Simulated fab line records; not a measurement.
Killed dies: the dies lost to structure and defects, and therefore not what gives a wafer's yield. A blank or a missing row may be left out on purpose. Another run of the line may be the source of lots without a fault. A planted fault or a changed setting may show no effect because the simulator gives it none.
The tool behind it: which one? :: flow n5 finfet :: 24 lots with 72 wafers sampled at 6 steps, on a route of 1938 steps

## WHAT EACH GAUGE READ, for each wafer
N5_BEOL_M9_OCD_MEAS_38.
lot: L075
measured: day 9 18:14
on: ocd-01
trench depth nm (nm): 150.5 151.4 151.5

lot: L074
measured: day 10 05:36
on: ocd-02
trench depth nm (nm): 150.9 152.9 151.8

lot: L076
measured: day 10 05:41
on: ocd-02
trench depth nm (nm): 149.6 149.7 148.7

lot: L077
measured: day 10 21:59
on: ocd-02
trench depth nm (nm): 148.7 152.0 153.3

lot: L078
measured: day 11 01:02
on: ocd-02
trench depth nm (nm): 148.5 155.5 147.9

lot: L080
measured: day 11 06:44
on: ocd-01
trench depth nm (nm): 150.5 154.3 150.2

lot: L079
measured: day 11 11:11
on: ocd-01
trench depth nm (nm): 150.0 155.3 152.0

lot: L081
measured: day 11 15:19
on: ocd-01
trench depth nm (nm): 150.2 148.2 148.0

lot: L082
measured: day 12 03:17
on: ocd-01
trench depth nm (nm): 149.8 150.4 155.8

lot: L083
measured: day 12 15:25
on: ocd-01
trench depth nm (nm): 152.3 152.2 159.8

lot: L085
measured: day 12 15:28
on: ocd-02
trench depth nm (nm): 149.7 149.2 148.5

lot: L084
measured: day 12 15:51
on: ocd-01
trench depth nm (nm): 153.7 156.5 156.6

lot: L086
measured: day 12 15:53
on: ocd-02
trench depth nm (nm): 147.6 151.4 152.4

lot: L087
measured: day 12 19:26
on: ocd-01
trench depth nm (nm): 151.2 154.7 158.7

lot: L088
measured: day 13 04:05
on: ocd-02
trench depth nm (nm): 158.8 152.0 152.1

lot: L091
measured: day 14 04:23
on: ocd-01
trench depth nm (nm): 149.6 147.2 147.1

lot: L089
measured: day 14 08:49
on: ocd-01
trench depth nm (nm): 150.8 155.3 156.8

lot: L090
measured: day 14 09:06
on: ocd-01
trench depth nm (nm): 151.5 149.7 148.5

lot: L093
measured: day 14 12:47
on: ocd-02
trench depth nm (nm): 152.3 150.5 153.4

lot: L092
measured: day 14 15:04
on: ocd-01
trench depth nm (nm): 151.7 149.5 150.9

lot: L095
measured: day 15 08:59
on: ocd-01
trench depth nm (nm): 147.5 151.4 149.5

lot: L094
measured: day 15 09:32
on: ocd-01
trench depth nm (nm): 153.7 151.4 152.6

lot: L096
measured: day 15 14:55
on: ocd-01
trench depth nm (nm): 148.2 156.4 156.6

lot: L097
measured: day 15 17:23
on: ocd-01
trench depth nm (nm): 150.2 146.1 150.4

N5_BEOL_M10_CD_MEAS_28: target cd 70 nm.
lot: L075
measured: day 10 02:27
on: cd sem-02
cd nm (nm): 71.1 73.2 70.8

lot: L074
measured: day 10 11:50
on: cd sem-03
cd nm (nm): 70.8 69.9 71.2

lot: L076
measured: day 10 12:53
on: cd sem-01
cd nm (nm): 69.9 73.1 71.1

lot: L077
measured: day 11 11:26
on: cd sem-02
cd nm (nm): 70.0 69.7 68.8

lot: L078
measured: day 11 10:23
on: cd sem-02
cd nm (nm): 69.9 70.7 71.2

lot: L080
measured: day 11 14:46
on: cd sem-03
cd nm (nm): 71.3 70.2 70.8

lot: L079
measured: day 11 18:07
on: cd sem-02
cd nm (nm): 71.3 71.2 71.6

lot: L081
measured: day 11 20:43
on: cd sem-02
cd nm (nm): 67.7 68.7 68.7

lot: L082
measured: day 12 10:26
on: cd sem-02
cd nm (nm): 69.5 70.0 70.5

lot: L083
measured: day 13 00:07
on: cd sem-01
cd nm (nm): 70.5 70.5 70.7

lot: L085
measured: day 13 00:09
on: cd sem-02
cd nm (nm): 71.0 70.4 71.2

lot: L084
measured: day 13 00:11
on: cd sem-01
cd nm (nm): 71.2 71.1 71.1

lot: L086
measured: day 13 00:14
on: cd sem-03
cd nm (nm): 71.6 70.9 70.5

lot: L087
measured: day 13 06:44
on: cd sem-03
cd nm (nm): 72.2 71.2 72.1

lot: L088
measured: day 13 10:56
on: cd sem-01
cd nm (nm): 71.1 70.2 70.5

lot: L091
measured: day 14 12:08
on: cd sem-03
cd nm (nm): 70.5 69.5 70.2

lot: L089
measured: day 14 15:20
on: cd sem-03
cd nm (nm): 69.0 70.2 71.0

lot: L090
measured: day 14 15:29
on: cd sem-03
cd nm (nm): 71.2 71.3 69.4

lot: L093
measured: day 14 19:26
on: cd sem-03
cd nm (nm): 70.2 69.0 70.5

lot: L092
measured: day 14 22:03
on: cd sem-02
cd nm (nm): 71.1 70.5 70.6

lot: L095
measured: day 15 16:43
on: cd sem-02
cd nm (nm): 70.5 70.1 70.8

lot: L094
measured: day 15 18:19
on: cd sem-01
cd nm (nm): 69.0 68.9 69.1

lot: L096
measured: day 15 23:56
on: cd sem-02
cd nm (nm): 71.2 71.6 71.0

lot: L097
measured: day 16 01:29
on: cd sem-02
cd nm (nm): 70.4 70.9 71.2

N5_BEOL_M10_INSPECT_58: inspects for defects (darkfield).
lot: L075
measured: day 10 07:26
on: defect inspect-01
raw defect count: 39 46 75

lot: L074
measured: day 10 15:25
on: defect inspect-02
raw defect count: 81 50 53

lot: L076
measured: day 10 17:25
on: defect inspect-01
raw defect count: 61 68 82

lot: L077
measured: day 11 15:56
on: defect inspect-02
raw defect count: 83 79 55

lot: L078
measured: day 11 14:29
on: defect inspect-01
raw defect count: 76 49 62

lot: L080
measured: day 11 17:34
on: defect inspect-02
raw defect count: 116 73 125

lot: L079
measured: day 11 21:23
on: defect inspect-01
raw defect count: 44 71 58

lot: L081
measured: day 12 01:17
on: defect inspect-02
raw defect count: 110 77 98

lot: L082
measured: day 12 13:41
on: defect inspect-02
raw defect count: 118 91 81

lot: L083
measured: day 13 02:53
on: defect inspect-01
raw defect count: 60 62 29

lot: L085
measured: day 13 03:25
on: defect inspect-02
raw defect count: 86 62 47

lot: L084
measured: day 13 03:43
on: defect inspect-01
raw defect count: 106 46 69

lot: L086
measured: day 13 05:04
on: defect inspect-02
raw defect count: 88 76 75

lot: L087
measured: day 13 09:59
on: defect inspect-02
raw defect count: 30 51 72

lot: L088
measured: day 13 15:15
on: defect inspect-01
raw defect count: 59 60 59

lot: L091
measured: day 14 15:32
on: defect inspect-01
raw defect count: 54 57 40

lot: L089
measured: day 14 18:41
on: defect inspect-01
raw defect count: 83 54 91

lot: L090
measured: day 14 18:48
on: defect inspect-01
raw defect count: 89 46 62

lot: L093
measured: day 14 22:59
on: defect inspect-02
raw defect count: 95 57 80

lot: L092
measured: day 15 02:18
on: defect inspect-01
raw defect count: 23 46 44

lot: L095
measured: day 15 21:32
on: defect inspect-01
raw defect count: 59 45 61

lot: L094
measured: day 15 21:39
on: defect inspect-02
raw defect count: 59 50 51

lot: L096
measured: day 16 03:22
on: defect inspect-02
raw defect count: 41 71 81

lot: L097
measured: day 16 05:31
on: defect inspect-01
raw defect count: 86 59 53

N5_BEOL_M11_OVL_MEAS_12.
lot: L075
measured: day 10 10:06
on: overlay-01
M11_OVL (nm): 0.7 -0.7 -1.2

lot: L074
measured: day 10 18:56
on: overlay-01
M11_OVL (nm): -0.4 -0.1 0.7

lot: L076
measured: day 10 19:18
on: overlay-02
M11_OVL (nm): 0.7 -0.3 -0.5

lot: L077
measured: day 11 19:26
on: overlay-02
M11_OVL (nm): 0.4 0.1 0.8

lot: L078
measured: day 11 16:08
on: overlay-02
M11_OVL (nm): 0.4 1.2 1.0

lot: L080
measured: day 11 19:38
on: overlay-01
M11_OVL (nm): -0.1 0.2 -0.6

lot: L079
measured: day 11 22:44
on: overlay-02
M11_OVL (nm): 0.2 1.4 -0.5

lot: L081
measured: day 12 02:49
on: overlay-02
M11_OVL (nm): 0.6 -0.4 -0.5

lot: L082
measured: day 12 16:01
on: overlay-01
M11_OVL (nm): 0.7 0.6 0.2

lot: L083
measured: day 13 05:09
on: overlay-01
M11_OVL (nm): -1.8 -1.0 -0.6

lot: L085
measured: day 13 05:22
on: overlay-02
M11_OVL (nm): -0.6 0.8 -0.1

lot: L084
measured: day 13 05:38
on: overlay-02
M11_OVL (nm): 0.5 0.0 -0.6

lot: L086
measured: day 13 07:46
on: overlay-01
M11_OVL (nm): 0.0 0.1 0.5

lot: L087
measured: day 13 12:09
on: overlay-01
M11_OVL (nm): 0.2 0.9 0.1

lot: L088
measured: day 13 17:01
on: overlay-02
M11_OVL (nm): 0.0 -0.1 -0.3

lot: L091
measured: day 14 17:19
on: overlay-02
M11_OVL (nm): 0.4 1.2 1.2

lot: L089
measured: day 14 20:59
on: overlay-02
M11_OVL (nm): 0.0 1.2 -1.1

lot: L090
measured: day 14 21:18
on: overlay-01
M11_OVL (nm): -0.7 -0.1 0.1

lot: L093
measured: day 15 01:04
on: overlay-02
M11_OVL (nm): -1.3 -1.2 0.0

lot: L092
measured: day 15 05:01
on: overlay-01
M11_OVL (nm): 1.2 -1.3 0.3

lot: L095
measured: day 16 00:50
on: overlay-02
M11_OVL (nm): 0.5 0.5 1.3

lot: L094
measured: day 16 01:03
on: overlay-02
M11_OVL (nm): 0.4 -0.2 -0.8

lot: L096
measured: day 16 05:19
on: overlay-02
M11_OVL (nm): 0.1 0.0 1.6

lot: L097
measured: day 16 08:09
on: overlay-02
M11_OVL (nm): -0.3 0.5 -0.2

N5_BEOL_M11_CD_MEAS_18: pitch 140 nm, target cd 70 nm.
lot: L075
measured: day 10 10:59
on: cd sem-02
cd nm (nm): 70.7 70.7 70.8

lot: L074
measured: day 10 19:27
on: cd sem-02
cd nm (nm): 70.3 70.5 70.3

lot: L076
measured: day 10 19:54
on: cd sem-01
cd nm (nm): 70.1 71.0 70.3

lot: L077
measured: day 11 20:00
on: cd sem-02
cd nm (nm): 70.0 71.1 70.5

lot: L078
measured: day 11 16:40
on: cd sem-03
cd nm (nm): 69.8 69.6 69.0

lot: L080
measured: day 11 20:14
on: cd sem-02
cd nm (nm): 70.2 70.9 70.5

lot: L079
measured: day 11 23:23
on: cd sem-03
cd nm (nm): 69.4 70.1 71.4

lot: L081
measured: day 12 03:20
on: cd sem-03
cd nm (nm): 71.2 71.1 71.9

lot: L082
measured: day 12 17:14
on: cd sem-01
cd nm (nm): 70.3 70.1 69.8

lot: L083
measured: day 13 05:49
on: cd sem-03
cd nm (nm): 70.5 70.4 70.6

lot: L085
measured: day 13 06:06
on: cd sem-01
cd nm (nm): 69.8 69.7 70.2

lot: L084
measured: day 13 06:08
on: cd sem-03
cd nm (nm): 70.0 69.8 69.8

lot: L086
measured: day 13 08:25
on: cd sem-02
cd nm (nm): 70.4 69.7 69.9

lot: L087
measured: day 13 12:40
on: cd sem-03
cd nm (nm): 70.3 69.7 70.4

lot: L088
measured: day 13 18:01
on: cd sem-01
cd nm (nm): 70.0 70.8 70.9

lot: L091
measured: day 14 17:52
on: cd sem-01
cd nm (nm): 69.7 70.5 70.3

lot: L089
measured: day 14 21:50
on: cd sem-03
cd nm (nm): 70.2 70.4 69.7

lot: L090
measured: day 14 22:10
on: cd sem-01
cd nm (nm): 71.9 71.6 70.3

lot: L093
measured: day 15 01:35
on: cd sem-02
cd nm (nm): 70.4 70.2 70.8

lot: L092
measured: day 15 05:38
on: cd sem-01
cd nm (nm): 70.8 70.5 69.5

lot: L095
measured: day 16 01:24
on: cd sem-02
cd nm (nm): 69.4 69.9 69.6

lot: L094
measured: day 16 01:38
on: cd sem-03
cd nm (nm): 69.6 68.9 69.1

lot: L096
measured: day 16 05:49
on: cd sem-01
cd nm (nm): 70.1 69.1 70.2

lot: L097
measured: day 16 08:48
on: cd sem-02
cd nm (nm): 70.5 69.8 71.4

## WHICH TOOL RAN EACH LOT (tool, then ch and the chambers of the sampled wafers, then the start)
lot: L075
N5_BEOL_M10_DESCUM_33: rie diel-02 ch 0,3, day 10 02:45

lot: L074
N5_BEOL_M10_DESCUM_33: rie diel-06 ch 0,2, day 10 11:59

lot: L076
N5_BEOL_M10_DESCUM_33: rie diel-06 ch 0,2,3, day 10 13:03

lot: L077
N5_BEOL_M10_DESCUM_33: rie diel-06 ch 0,3, day 11 11:32

lot: L078
N5_BEOL_M10_DESCUM_33: rie diel-03 ch 0,1,3, day 11 10:29

lot: L080
N5_BEOL_M10_DESCUM_33: rie diel-02 ch 1,2,3, day 11 14:52

lot: L079
N5_BEOL_M10_DESCUM_33: rie diel-03 ch 0,1, day 11 18:12

lot: L081
N5_BEOL_M10_DESCUM_33: rie diel-02 ch 1,2, day 11 21:00

lot: L082
N5_BEOL_M10_DESCUM_33: rie diel-03 ch 1,2,3, day 12 10:32

lot: L083
N5_BEOL_M10_DESCUM_33: rie diel-02 ch 0,1,3, day 13 00:12

lot: L085
N5_BEOL_M10_DESCUM_33: rie diel-03 ch 0,3, day 13 00:16

lot: L084
N5_BEOL_M10_DESCUM_33: rie diel-06 ch 1,3, day 13 00:22

lot: L086
N5_BEOL_M10_DESCUM_33: rie diel-02 ch 1,3, day 13 00:40

lot: L087
N5_BEOL_M10_DESCUM_33: rie diel-03 ch 0,2, day 13 06:55

lot: L088
N5_BEOL_M10_DESCUM_33: rie diel-02 ch 0,1,2, day 13 11:37

lot: L091
N5_BEOL_M10_DESCUM_33: rie diel-06 ch 0,1,2, day 14 12:18

lot: L089
N5_BEOL_M10_DESCUM_33: rie diel-03 ch 0,2,3, day 14 15:25

lot: L090
N5_BEOL_M10_DESCUM_33: rie diel-02 ch 1,2, day 14 15:35

lot: L093
N5_BEOL_M10_DESCUM_33: rie diel-06 ch 0,1, day 14 19:32

lot: L092
N5_BEOL_M10_DESCUM_33: rie diel-03 ch 1,2,3, day 14 22:44

lot: L095
N5_BEOL_M10_DESCUM_33: rie diel-03 ch 0,2,3, day 15 17:45

lot: L094
N5_BEOL_M10_DESCUM_33: rie diel-02 ch 1,3, day 15 18:27

lot: L096
N5_BEOL_M10_DESCUM_33: rie diel-02 ch 1,2, day 16 00:06

lot: L097
N5_BEOL_M10_DESCUM_33: rie diel-06 ch 0,2,3, day 16 01:40
- N5_BEOL_M10_DESCUM_33: chemistry O2, time 7.9 s.

## WHAT THE TOOLS THEMSELVES READ (means of the sampled wafers that have a number; where no wafer has one, the mark that the record gives instead)
N5_BEOL_M10_DESCUM_33.
lot: L075
tool: rie diel-02
drypump motor current A (A): 5.9
oes product au (a.u.): 0.87
rf fwd power W (W): 49.57
rf vpp V (V): 244.1
showerhead plenum p Torr (Torr): 2.06
throttle valve pct (%): 20.44

lot: L074
tool: rie diel-06
drypump motor current A (A): 5.4
oes product au (a.u.): 0.84
rf fwd power W (W): 49.54
rf vpp V (V): 243.7
showerhead plenum p Torr (Torr): 2.16
throttle valve pct (%): 20.04

lot: L076
tool: rie diel-06
drypump motor current A (A): 5.7
oes product au (a.u.): 0.83
rf fwd power W (W): 49.67
rf vpp V (V): 244.8
showerhead plenum p Torr (Torr): 2.18
throttle valve pct (%): 20.07

lot: L077
tool: rie diel-06
drypump motor current A (A): 5.9
oes product au (a.u.): 0.82
rf fwd power W (W): 49.68
rf vpp V (V): 244.7
showerhead plenum p Torr (Torr): 2.19
throttle valve pct (%): 20.11

lot: L078
tool: rie diel-03
drypump motor current A (A): 5.8
oes product au (a.u.): 0.84
rf fwd power W (W): 49.42
rf vpp V (V): 243.7
showerhead plenum p Torr (Torr): 2.16
throttle valve pct (%): 20.48

lot: L080
tool: rie diel-02
drypump motor current A (A): 5.4
oes product au (a.u.): 0.90
rf fwd power W (W): 49.52
rf vpp V (V): 243.4
showerhead plenum p Torr (Torr): 2.10
throttle valve pct (%): 20.10

lot: L079
tool: rie diel-03
drypump motor current A (A): 5.9
oes product au (a.u.): 0.83
rf fwd power W (W): 49.33
rf vpp V (V): 243.9
showerhead plenum p Torr (Torr): 2.14
throttle valve pct (%): 20.60

lot: L081
tool: rie diel-02
drypump motor current A (A): 5.6
oes product au (a.u.): 0.95
rf fwd power W (W): 49.44
rf vpp V (V): 242.8
showerhead plenum p Torr (Torr): 2.08
throttle valve pct (%): 20.11

lot: L082
tool: rie diel-03
drypump motor current A (A): 5.6
oes product au (a.u.): 0.84
rf fwd power W (W): 49.37
rf vpp V (V): 243.1
showerhead plenum p Torr (Torr): 2.19
throttle valve pct (%): 20.48

lot: L083
tool: rie diel-02
drypump motor current A (A): 5.7
oes product au (a.u.): 0.85
rf fwd power W (W): 49.43
rf vpp V (V): 243.3
showerhead plenum p Torr (Torr): 2.08
throttle valve pct (%): 20.26

lot: L085
tool: rie diel-03
drypump motor current A (A): 5.8
oes product au (a.u.): 0.80
rf fwd power W (W): 49.48
rf vpp V (V): 243.7
showerhead plenum p Torr (Torr): 2.11
throttle valve pct (%): 20.47

lot: L084
tool: rie diel-06
drypump motor current A (A): 6.0
oes product au (a.u.): 0.76
rf fwd power W (W): 49.63
rf vpp V (V): 243.5
showerhead plenum p Torr (Torr): 2.08
throttle valve pct (%): 20.41

lot: L086
tool: rie diel-02
drypump motor current A (A): 5.2
oes product au (a.u.): 0.82
rf fwd power W (W): 49.35
rf vpp V (V): 243.0
showerhead plenum p Torr (Torr): 2.11
throttle valve pct (%): 20.11

lot: L087
tool: rie diel-03
drypump motor current A (A): 5.9
oes product au (a.u.): 0.80
rf fwd power W (W): 49.25
rf vpp V (V): 243.7
showerhead plenum p Torr (Torr): 2.12
throttle valve pct (%): 20.65

lot: L088
tool: rie diel-02
drypump motor current A (A): 5.9
oes product au (a.u.): 0.90
rf fwd power W (W): 49.31
rf vpp V (V): 242.3
showerhead plenum p Torr (Torr): 2.06
throttle valve pct (%): 20.27

lot: L091
tool: rie diel-06
drypump motor current A (A): 5.8
oes product au (a.u.): 0.78
rf fwd power W (W): 49.40
rf vpp V (V): 243.2
showerhead plenum p Torr (Torr): 2.11
throttle valve pct (%): 20.26

lot: L089
tool: rie diel-03
drypump motor current A (A): 5.8
oes product au (a.u.): 0.80
rf fwd power W (W): 49.32
rf vpp V (V): 243.3
showerhead plenum p Torr (Torr): 2.13
throttle valve pct (%): 20.58

lot: L090
tool: rie diel-02
drypump motor current A (A): 5.6
oes product au (a.u.): 0.90
rf fwd power W (W): 49.52
rf vpp V (V): 241.9
showerhead plenum p Torr (Torr): 2.07
throttle valve pct (%): 20.16

lot: L093
tool: rie diel-06
drypump motor current A (A): 6.1
oes product au (a.u.): 0.74
rf fwd power W (W): 49.65
rf vpp V (V): 242.7
showerhead plenum p Torr (Torr): 2.08
throttle valve pct (%): 20.46

lot: L092
tool: rie diel-03
drypump motor current A (A): 5.6
oes product au (a.u.): 0.81
rf fwd power W (W): 49.34
rf vpp V (V): 245.1
showerhead plenum p Torr (Torr): 2.18
throttle valve pct (%): 20.50

lot: L095
tool: rie diel-03
drypump motor current A (A): 5.7
oes product au (a.u.): 0.78
rf fwd power W (W): 49.36
rf vpp V (V): 243.7
showerhead plenum p Torr (Torr): 2.12
throttle valve pct (%): 20.61

lot: L094
tool: rie diel-02
drypump motor current A (A): 5.2
oes product au (a.u.): 0.79
rf fwd power W (W): 49.14
rf vpp V (V): 243.9
showerhead plenum p Torr (Torr): 2.11
throttle valve pct (%): 20.13

lot: L096
tool: rie diel-02
drypump motor current A (A): 5.7
oes product au (a.u.): 0.89
rf fwd power W (W): 49.51
rf vpp V (V): 243.3
showerhead plenum p Torr (Torr): 2.09
throttle valve pct (%): 20.06

lot: L097
tool: rie diel-06
drypump motor current A (A): 5.7
oes product au (a.u.): 0.78
rf fwd power W (W): 49.60
rf vpp V (V): 243.7
showerhead plenum p Torr (Torr): 2.16
throttle valve pct (%): 20.15

## THE ANSWER, worked out from the rows above alone
Rule: usual is defined by the lots themselves. The widest of any qualifying gaps counts: lots, ordered by their means at a reading, are off when they make up no more than a third of the lots, leave a main group of 4 or more, and stand apart from it by 3 or more times the standard deviation of that group's means. If all means in a main group match to the digits the tables above print for the reading, that group is not used. Also off: a lot with no number at a reading for which 4 or more lots have one. The other lots that the step has rows for count as sound. The gauges are gone through in route order, then the tools' own readings, and for those a lot's mean is taken as printed above. At the first step where some lot is off, the reading lying furthest off is the one used; lots without a number count as furthest.
Nothing can be told from this: no lot is off at any reading shown.

## WHAT WAS PUT IN BY THE SIMULATOR
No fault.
